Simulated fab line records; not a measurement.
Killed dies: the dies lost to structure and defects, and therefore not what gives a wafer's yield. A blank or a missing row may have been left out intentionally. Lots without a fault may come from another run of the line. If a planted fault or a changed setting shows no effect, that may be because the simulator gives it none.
fab line records	flow n5_finfet
record: lots: 10	wafers: 29	last_day: 18
route steps=1938 shown BEOL_M2@926 BEOL_M3@932 BEOL_M4@1111 PASSIVATION@1936
lots untouched by any fault: they come from a run of this same line in which no faults occurred
start_h: hours from the record's first day to the start of the lot's first wafer shown	wait_h: time in hours since the lot's previous step	" same as the row above	L1.1+2: a row that stands for several wafers	- no value, or no start given	* or withheld: withheld	< > ~ a bound
route shown NAME@n: a module of which the file shows steps, and the number in the route of the first	usual: the fault-free wafers' mean and standard deviation	same: alike in all rows	chamber/n: place in a boat	sites: the reading at each site	_std_site: standard deviation across them	_edge_site: the outer-site mean with the inner-site mean subtracted	radius_mm: how far each site lies from the wafer's centre	mask NAME#n: copy n	behind: the most recent tool/chamber to have shaped the wafer	hold: why the lot was held/for how many hours/how that ended	device: whichever transistor did not switch (one of n, p or np)	end of line: tests of these same wafers at the route's end	a step without rows: its recipe alone	killed: count of dies lost to structure and defects at first sort (not the wafer's yield)	map: a wafer's dies, x killed, . not, _ none there
set.NAME: the setting that was run; set.NAME@STEP: the one run at that earlier step	model.NAME: the simulator's own value behind a step, which no gauge read
one table for each step of the route and one row for each wafer, over a sample of lots
services: the hour from which a tool's chamber was out of use, counted from the record's first day as start_h (under 0 if before that day), plus the number of hours and why
== steps ==
step: N5_BEOL_M2_CO_CAP_55
recipe: material: Co	target_thk_a: 20	temp_c: 200	precursor: CCTBA/H2	pressure_torr: 30	time_s: 102.1
usual: heater_power_w: 232/30
lot.wafer	tool	chamber	start_h	wait_h	heater_power_w
L442.4	cvd_co-01	2	143.79	0.0	275
L442.5	"	1	"	"	218
L442.6	"	0	"	"	241
L444.2	cvd_co-01	2	155.19	0.0	272
L444.3	"	0	"	"	242
L444.4	"	0	"	"	244
L445.3	cvd_co-01	1	163.94	0.0	220
L445.4	"	2	"	"	270
L445.5	"	1	"	"	216
L446.1	cvd_co-01	2	166.37	0.0	278
L446.2	"	1	"	"	216
L446.4	"	1	"	"	219
L449.2	cvd_co-02	2	185.55	0.0	186
L449.3	"	1	"	"	204
L449.6	"	1	"	"	208
L451.5	cvd_co-02	0	204.20	0.0	257
L451.6	"	1	"	"	209
L452.3	cvd_co-02	0	204.34	0.0	253
L452.4	"	1	"	"	204
L452.6	"	0	"	"	252
L455.1	cvd_co-01	1	228.91	0.0	216
L455.5	"	2	"	"	274
L455.6	"	0	"	"	241
L464.1	cvd_co-02	2	289.68	0.0	189
L464.2	"	0	"	"	255
L464.4	"	2	"	"	187
L465.3	cvd_co-02	1	290.29	0.0	207
L465.4	"	1	"	"	209
L465.6	"	0	"	"	253
step: N5_BEOL_M3_THK_MEAS_01
recipe: reads: SiOC_of_BEOL_M3_ILD_DEP_00
usual: M3_ILD_THK: 78.7/1.4
lot.wafer	tool	chamber	start_h	wait_h	M3_ILD_THK[nm]
L442.4	film_metro-02	-	144.07	0.0	80.1
L442.5	"	-	"	"	79.7
L442.6	"	-	"	"	78.7
L444.2	film_metro-02	-	155.51	0.1	76.7
L444.3	"	-	"	"	77.4
L444.4	"	-	"	"	76.9
L445.3	film_metro-01	-	164.25	0.1	79.8
L445.4	"	-	"	"	80.4
L445.5	"	-	"	"	80.5
L446.1	film_metro-01	-	166.72	0.0	78.3
L446.2	"	-	"	"	79.6
L446.4	"	-	"	"	82.0
L449.2	film_metro-02	-	185.90	0.1	77.8
L449.3	"	-	"	"	78.9
L449.6	"	-	"	"	80.3
L451.5	film_metro-02	-	204.51	0.0	79.5
L451.6	"	-	"	"	79.3
L452.3	film_metro-02	-	204.68	0.1	79.0
L452.4	"	-	"	"	80.2
L452.6	"	-	"	"	79.0
L455.1	film_metro-02	-	229.23	0.0	78.6
L455.5	"	-	"	"	81.1
L455.6	"	-	"	"	80.2
L464.1	film_metro-01	-	290.00	0.0	77.2
L464.2	"	-	"	"	76.3
L464.4	"	-	"	"	77.4
L465.3	film_metro-01	-	290.60	0.1	79.3
L465.4	"	-	"	"	80.3
L465.6	"	-	"	"	78.9
step: N5_BEOL_M3_PECVD_72
recipe: material: SiO2	target_thk_a: 160	temp_c: 400	precursor: TEOS/O2	pressure_torr: 5.5	rf_w: 450	teos_flow_sccm: 53.8	gas: O2	flow_sccm: 3000	time_s: 18
usual: heater_power_w: 737/85	showerhead_plenum_p_Torr: 8.77/0.066	susceptor_temp_C: 399.97/0.21	throttle_valve_pct: 22.5/1.2
lot.wafer	tool	chamber	start_h	wait_h	heater_power_w	showerhead_plenum_p_Torr	susceptor_temp_C	throttle_valve_pct
L442.4	pecvd-01	1	144.13	0.1	703	8.76	400.03	23.8
L442.5	"	0	"	"	769	8.70	399.86	23.7
L442.6	"	2	"	"	694	8.80	399.75	22.7
L444.2	pecvd-02	1	155.54	0.0	846	8.76	399.99	23.4
L444.3	"	0	"	"	772	8.95	400.24	22.6
L444.4	"	0	"	"	777	8.92	400.22	22.5
L445.3	pecvd-01	2	164.29	0.0	692	8.81	400.25	22.8
L445.4	"	0	"	"	747	8.70	399.70	23.9
L445.5	"	1	"	"	686	8.74	400.00	23.8
L446.1	pecvd-04	1	166.75	0.0	723	8.71	400.17	21.5
L446.2	"	2	"	"	638	8.67	399.83	20.3
L446.4	"	1	"	"	710	8.73	400.28	21.7
L449.2	pecvd-02	2	185.93	0.0	881	8.76	399.69	21.6
L449.3	"	1	"	"	794	8.77	399.95	23.1
L449.6	"	2	"	"	891	8.76	399.54	21.7
L451.5	pecvd-02	0	204.58	0.1	741	8.93	399.75	22.7
L451.6	"	2	"	"	823	8.77	399.92	21.6
L452.3	pecvd-02	2	204.73	0.1	917	8.75	407.02	21.7
L452.4	"	0	"	"	711	8.90	399.93	22.4
L452.6	"	0	"	"	681	8.89	400.10	22.4
L455.1	pecvd-04	0	229.27	0.0	916	8.79	399.93	21.3
L455.5	"	2	"	"	698	8.69	399.69	20.4
L455.6	"	1	"	"	755	8.71	400.24	21.4
L464.1	pecvd-04	2	290.03	0.0	634	8.70	399.85	20.6
L464.2	"	1	"	"	708	8.73	400.05	21.4
L464.4	"	1	"	"	709	8.72	400.31	21.2
L465.3	pecvd-01	2	290.64	0.0	670	8.80	399.79	23.0
L465.4	"	2	"	"	703	8.79	399.60	23.1
L465.6	"	1	"	"	644	8.74	399.88	24.1
step: N5_BEOL_M3_HM_DEP_02
recipe: material: TiN	target_thk_a: 200	temp_c: 25	chamber_pressure_pa: 0.49996
usual: throttle_valve_pct: 30.0/0.91
lot.wafer	tool	chamber	start_h	wait_h	throttle_valve_pct
L442.4	pvd_sputter-03	-	146.45	2.3	31.0
L442.5	"	-	"	"	31.5
L442.6	"	-	"	"	29.9
L444.2	pvd_sputter-01	-	156.13	0.6	30.4
L444.3	"	-	"	"	28.8
L444.4	"	-	"	"	29.9
L445.3	pvd_sputter-02	-	166.03	1.7	29.8
L445.4	"	-	"	"	29.6
L445.5	"	-	"	"	29.9
L446.1	pvd_sputter-01	-	166.90	0.1	30.6
L446.2	"	-	"	"	28.8
L446.4	"	-	"	"	30.1
L449.2	pvd_sputter-03	-	186.76	0.8	30.0
L449.3	"	-	"	"	29.3
L449.6	"	-	"	"	29.2
L451.5	pvd_sputter-02	-	205.40	0.8	29.9
L451.6	"	-	"	"	29.8
L452.3	pvd_sputter-02	-	205.45	0.7	29.8
L452.4	"	-	"	"	30.2
L452.6	"	-	"	"	30.0
L455.1	pvd_sputter-01	-	230.11	0.8	28.7
L455.5	"	-	"	"	28.4
L455.6	"	-	"	"	30.0
L464.1	pvd_sputter-01	-	290.47	0.4	29.9
L464.2	"	-	"	"	30.6
L464.4	"	-	"	"	28.9
L465.3	pvd_sputter-03	-	290.70	0.0	30.9
L465.4	"	-	"	"	31.4
L465.6	"	-	"	"	31.2
step: N5_BEOL_M4_RC_MEAS_101
usual: DIBL_N: 37.0/2.3	DIBL_P: 37.3/2.8	IOFF_N: 0.17/0.046	IOFF_P: 0.23/0.054	ION_N: 675/14	ION_P: 460/9.3	SS_N: 71.7/0.73	SS_P: 73.6/0.95	VT_N: 249/3.9	VT_P: -250/3.9
lot.wafer	tool	chamber	start_h	wait_h	DIBL_N[mV/V]	DIBL_P[mV/V]	IOFF_N[nA/um]	IOFF_P[nA/um]	ION_N[uA/um]	ION_P[uA/um]	SS_N[mV/dec]	SS_P[mV/dec]	VT_N[mV]	VT_P[mV]
L442.4	prober-02	0	167.30	0.5	40.3	40.9	0.23	0.31	680	471	72.2	74.8	243	-246
L442.5	"	0	"	"	37.1	35.4	0.15	0.21	676	464	71.3	73.7	251	-251
L442.6	"	0	"	"	43.8	44.8	0.36	0.42	712	478	73.7	76.2	240	-243
L444.2	prober-02	0	173.38	0.2	39.7	40.0	0.23	0.29	673	460	72.5	74.6	247	-249
L444.3	"	0	"	"	36.8	37.0	0.16	0.21	670	462	71.8	74.2	250	-252
L444.4	"	0	"	"	33.8	34.2	0.13	0.18	662	458	71.0	72.5	250	-252
L445.3	prober-02	0	190.91	0.3	37.5	37.8	0.18	0.19	682	454	72.0	73.1	248	-252
L445.4	"	0	"	"	36.0	36.8	0.16	0.18	676	453	71.0	73.5	249	-254
L445.5	"	0	"	"	41.5	43.3	0.27	0.28	694	461	73.1	75.4	244	-246
L446.1	prober-01	0	193.90	0.0	36.7	38.7	0.17	0.26	681	475	70.8	74.1	248	-247
L446.2	"	0	"	"	36.7	36.8	0.16	0.21	671	459	71.5	72.5	251	-251
L446.4	"	0	"	"	36.5	38.3	0.16	0.25	679	473	71.2	73.6	251	-247
L449.2	prober-01	0	209.41	0.2	38.8	39.2	0.20	0.20	683	455	72.3	74.2	248	-256
L449.3	"	0	"	"	38.9	40.6	0.21	0.22	690	460	72.4	74.7	246	-253
L449.6	"	0	"	"	37.1	38.9	0.19	0.21	679	456	71.8	74.2	247	-255
L451.5	prober-02	0	222.87	0.6	35.7	35.0	0.15	0.23	677	468	71.5	73.0	250	-246
L451.6	"	0	"	"	41.2	42.4	0.27	0.37	700	473	73.1	74.4	244	-243
L452.3	prober-01	0	225.68	0.3	34.9	32.9	0.14	0.19	681	474	71.4	73.1	250	-248
L452.4	"	0	"	"	34.1	32.0	0.11	0.18	654	455	71.5	72.2	257	-250
L452.6	"	0	"	"	34.6	33.9	0.12	0.20	669	466	71.9	72.5	254	-250
L455.1	prober-02	0	250.89	0.0	36.1	38.2	0.19	0.28	668	459	71.0	74.4	243	-245
L455.5	"	0	"	"	33.9	34.1	0.14	0.21	673	458	70.5	72.7	251	-250
L455.6	"	0	"	"	37.1	38.5	0.23	0.30	694	469	71.8	74.5	241	-245
L465.3	prober-01	0	318.13	0.3	37.3	38.5	0.16	0.18	675	450	72.0	74.2	252	-257
L465.4	"	0	"	"	37.0	38.7	0.17	0.18	675	449	71.9	73.9	251	-256
L465.6	"	0	"	"	33.1	34.3	0.10	0.13	656	445	70.3	72.1	256	-258
L464.1	prober-02	0	319.71	0.0	37.7	38.9	0.19	0.28	670	460	72.9	73.9	249	-247
L464.2	"	0	"	"	40.0	40.9	0.24	0.30	696	474	73.1	74.6	244	-245
L464.4	"	0	"	"	35.8	37.0	0.15	0.23	677	471	71.6	73.2	250	-248
step: N5_PASSIVATION_PROBE_49
usual: defect_limited_yield: 91.5/1.3	killed_at_M0_to_M3: 36/10	killed_at_M4_up: 13/4.7	killed_at_contacts: 13/6.7	killed_at_front_end: 37/9.7	killed_at_other: 2.6/2.3	killed_dies: 101/15	killed_open: 67/12	killed_short: 32/6.7	sort_bin_4_leakage: 0.0/0.31	sort_bin_5_function: 5.0/0.89	sort_bin_6_memory: 3.2/0.63	sort_bin_8_speed: 0.01/0.03	sort_n_pass: 1079/16	sort_yield_pct: 91.4/1.4
same: gross_dies: 1180	killed_at_back_side: 0
lot.wafer	tool	chamber	start_h	wait_h	defect_limited_yield[%]	killed_at_M0_to_M3	killed_at_M4_up	killed_at_contacts	killed_at_front_end	killed_at_other	killed_dies	killed_open	killed_short	sort_bin_4_leakage[%]	sort_bin_5_function[%]	sort_bin_6_memory[%]	sort_bin_8_speed[%]	sort_n_pass	sort_yield_pct[%]
L445.3	prober-01	-	294.08	0.1	92.6	29	15	8	23	12	87	55	32	0	3.7	3.1	0	1093	92.6
L445.4	prober-01	-	294.13	0.2	89.1	41	33	1	50	4	129	88	41	0	6.4	4.4	0	1051	89.1
L445.5	prober-01	-	294.18	0.2	92.2	34	14	7	28	9	92	58	34	0	4.8	2.5	0	1088	92.2
L449.2	prober-01	-	320.39	0.1	93.3	30	8	10	29	2	79	56	23	0	4.1	2.5	0	1101	93.3
L449.3	prober-01	-	320.44	0.1	91.0	29	12	17	47	1	106	56	44	0	4.7	3.4	0	1074	91.0
L449.6	prober-01	-	320.59	0.3	91.5	22	9	23	43	3	100	65	35	0	4.9	3.5	0	1080	91.5
L465.3	prober-02	-	437.87	1.0	89.3	45	12	22	47	0	126	88	34	0	6.4	3.7	0	1054	89.3
L465.4	prober-02	-	437.92	1.1	90.0	46	12	18	41	1	118	73	39	0	5.5	3.6	0	1062	90.0
L465.6	prober-02	-	438.02	1.2	92.1	44	10	9	28	2	93	66	26	0	4.6	3.1	0	1087	92.1
killed by level:class
L445.3 FIN_SAQP:geometric_particle:open=9 BEOL_M0_SAQP:geometric_particle:short=8 MOL_CONTACT_COAG:geometric_particle:open=7 BEOL_M0_SAQP:geometric_particle:open=6 FIN_SAQP:geometric_particle:short=5 BEOL_M2:geometric_particle:open=5 BEOL_M5:geometric_particle:open=4 BEOL_M1:geometric_particle:open=4
L445.4 FIN_SAQP:geometric_particle:short=16 BEOL_M4:geometric_particle:open=15 FIN_SAQP:geometric_particle:open=11 BEOL_M1:geometric_particle:open=10 BEOL_M2:geometric_particle:open=8 BEOL_M0_SAQP:geometric_particle:short=7 DUMMY_GATE:geometric_particle:open=5 BEOL_M5:geometric_particle:open=5
L445.5 BEOL_M0_SAQP:geometric_particle:open=12 FIN_SAQP:geometric_particle:open=9 BEOL_M0_SAQP:geometric_particle:short=8 BEOL_M4:geometric_particle:open=7 STARTING-WAFER:geometric_particle:short=5 FIN_SAQP:geometric_particle:short=4 MOL_CONTACT_COAG:geometric_particle:open=4 DUMMY_GATE:geometric_particle:open=3
L449.2 BEOL_M1:geometric_particle:open=10 FIN_SAQP:geometric_particle:open=8 MOL_CONTACT_COAG:geometric_particle:open=8 BEOL_M0_SAQP:geometric_particle:short=7 STI_FIN_REVEAL:geometric_particle:open=5 ILD0:geometric_particle:short=4 BEOL_M0_SAQP:geometric_particle:open=4 DUMMY_GATE:geometric_particle:open=3
L449.3 BEOL_M3:geometric_particle:open=12 MOL_CONTACT_COAG:geometric_particle:short=10 FIN_SAQP:geometric_particle:open=8 FIN_SAQP:geometric_particle:short=8 GATE_CUT:geometric_particle:short=8 MOL_CONTACT_COAG:geometric_particle:open=7 HKMG_FIN:area_etch=6 BEOL_M0_SAQP:geometric_particle:short=4
L449.6 MOL_CONTACT_COAG:geometric_particle:open=18 ILD0:geometric_particle:short=9 BEOL_M3:geometric_particle:open=9 STI_FIN_REVEAL:geometric_particle:open=6 FIN_SAQP:geometric_particle:open=5 GATE_CUT:geometric_particle:short=5 GATE_CUT:geometric_particle:open=5 MOL_CONTACT_COAG:geometric_particle:short=5
L465.3 MOL_CONTACT_COAG:geometric_particle:open=18 FIN_SAQP:geometric_particle:open=15 BEOL_M2:geometric_particle:open=10 STI_FIN_REVEAL:geometric_particle:open=7 BEOL_M0_SAQP:geometric_particle:open=7 BEOL_M0_SAQP:geometric_particle:short=7 BEOL_M1:geometric_particle:short=6 GATE_CUT:geometric_particle:short=5
L465.4 MOL_CONTACT_COAG:geometric_particle:open=12 BEOL_M0_SAQP:geometric_particle:short=12 FIN_SAQP:geometric_particle:open=10 STI_FIN_REVEAL:geometric_particle:open=8 BEOL_M1:geometric_particle:open=8 FIN_SAQP:geometric_particle:short=7 BEOL_M0_SAQP:geometric_particle:open=7 MOL_CONTACT_COAG:geometric_particle:short=6
L465.6 BEOL_M0_SAQP:geometric_particle:open=11 BEOL_M3:geometric_particle:open=9 BEOL_M1:geometric_particle:open=8 STI_FIN_REVEAL:geometric_particle:open=6 MOL_CONTACT_COAG:geometric_particle:open=5 BEOL_M2:geometric_particle:open=5 MOL_CONTACT_COAG:geometric_particle:short=4 BEOL_M0_SAQP:geometric_particle:short=4
== services ==
tool	chamber	start_h	hours	kind
cvd_co-02	-	127.45	28.1	pm
pvd_sputter-03	-	155.67	1.6	repair
cvd_co-02	-	165.03	1.7	repair
pecvd-04	1	166.93	6.9	repair
pecvd-01	-	167.43	0.9	repair
pecvd-02	1	168.31	-	calibration
pecvd-04	0	168.48	16.4	repair
pecvd-01	2	172.20	22.9	repair
pvd_sputter-01	-	176.49	2.6	repair
pecvd-04	2	195.91	3.0	repair
cvd_co-02	-	198.82	0.5	repair
pecvd-02	1	200.13	5.5	scheduled_down
pecvd-04	-	201.22	6.0	pm
pecvd-01	2	205.07	5.5	scheduled_down
pecvd-04	-	207.59	1.6	repair
cvd_co-02	-	212.88	6.9	pm
cvd_co-01	1	222.85	2.7	repair
pvd_sputter-01	-	234.69	2.1	repair
cvd_co-01	-	242.52	2.8	pm
pvd_sputter-01	-	256.70	7.0	repair
cvd_co-01	0	284.24	12.7	repair
pecvd-02	0	290.72	-	clean
pecvd-02	0	290.72	29.5	scheduled_down
pecvd-02	0	290.72	29.5	vent_cycle
== key ==
first_sign: step: N5_BEOL_M3_PECVD_72	reading: susceptor_temp_C	direction: up	sigmas: 33	usual: *	struck: *
effect none on later readings
met_at N5_BEOL_M3_PECVD_72
struck_lots L452
struck_wafers L452.3
not_acting_at N5_BEOL_M2_CO_CAP_55,N5_BEOL_M3_THK_MEAS_01,N5_BEOL_M3_HM_DEP_02
onset_between 204.58 204.73
fault: kind: process_parameter_drift	tool: pecvd-02	chamber: 2	onset_h: 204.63	steps: N5_BEOL_M3_PECVD_72	channel: temp_c	offset: *	shape: step	end_h: 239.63	acts_in: *	stated: *
